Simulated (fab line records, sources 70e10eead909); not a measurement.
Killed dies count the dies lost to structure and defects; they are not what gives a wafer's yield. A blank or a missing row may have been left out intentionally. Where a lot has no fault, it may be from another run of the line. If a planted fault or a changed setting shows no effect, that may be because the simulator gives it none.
Chamber matching / flow nand harc / 4 sister chambers for NHARC_A_CONTACT_CMP_20 on cmp-03
The step polishes, t overpolish 30 s, target thk 300 nm. 8 wafers are shown with their chamber, then 9 later ones without.

== EACH WAFER AND ITS CHAMBER ==
wafer=L078.3; chamber=0; motor current A (A)=11.8; overpolish run s (s)=29.993
wafer=L078.4; chamber=3; motor current A (A)=11.7; overpolish run s (s)=30.006
wafer=L081.2; chamber=1; motor current A (A)=13.0; overpolish run s (s)=29.999
wafer=L081.4; chamber=2; motor current A (A)=11.2; overpolish run s (s)=30.010
wafer=L081.5; chamber=3; motor current A (A)=11.9; overpolish run s (s)=29.999
wafer=L085.1; chamber=0; motor current A (A)=12.1; overpolish run s (s)=30.003
wafer=L085.2; chamber=2; motor current A (A)=11.2; overpolish run s (s)=30.003
wafer=L085.4; chamber=1; motor current A (A)=12.4; overpolish run s (s)=30.004

== WAFERS WHOSE CHAMBER IS MISSING ==
wafer=L089.1; motor current A (A)=12.3; overpolish run s (s)=29.984
wafer=L089.2; motor current A (A)=11.9; overpolish run s (s)=30.005
wafer=L089.5; motor current A (A)=12.6; overpolish run s (s)=29.990
wafer=L092.1; motor current A (A)=12.2; overpolish run s (s)=29.982
wafer=L092.3; motor current A (A)=13.0; overpolish run s (s)=30.017
wafer=L092.4; motor current A (A)=11.0; overpolish run s (s)=30.007
wafer=L096.1; motor current A (A)=11.9; overpolish run s (s)=30.001
wafer=L096.2; motor current A (A)=11.3; overpolish run s (s)=29.987
wafer=L096.4; motor current A (A)=12.5; overpolish run s (s)=29.988

== EACH ONE'S CHAMBER ==
wafer=L089.1; from the rows above=can't be placed: 0 or 1 or 3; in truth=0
wafer=L089.2; from the rows above=can't be placed: 3 or 0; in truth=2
wafer=L089.5; from the rows above=can't be placed: 1 or 0 or 3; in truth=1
wafer=L092.1; from the rows above=can't be placed: 0 or 3 or 1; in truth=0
wafer=L092.3; from the rows above=1; in truth=1
wafer=L092.4; from the rows above=2; in truth=2
wafer=L096.1; from the rows above=can't be placed: 3 or 0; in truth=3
wafer=L096.2; from the rows above=can't be placed: 0 or 3 or 2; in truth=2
wafer=L096.4; from the rows above=can't be placed: 1 or 0 or 3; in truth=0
Placed correctly: 2 of 9. Can't be placed from these rows: 7 (the true chamber is among the candidates in 6). Wrongly placed: 0.
How it was worked out, from the rows above alone: a wafer's distance from a chamber is the root of the sum, over the readings, of the square of ((its reading less the chamber's mean) divided by the reading's scatter). If the next closest chamber is less than 2 further off than the closest, the wafer can't be placed; otherwise it belongs to the closest. Each chamber's mean is taken over the wafers shown for it. The scatter: take each reading less its chamber's mean, square it, sum over the shown wafers, divide by the number of wafers less the number of chambers, and take the root.
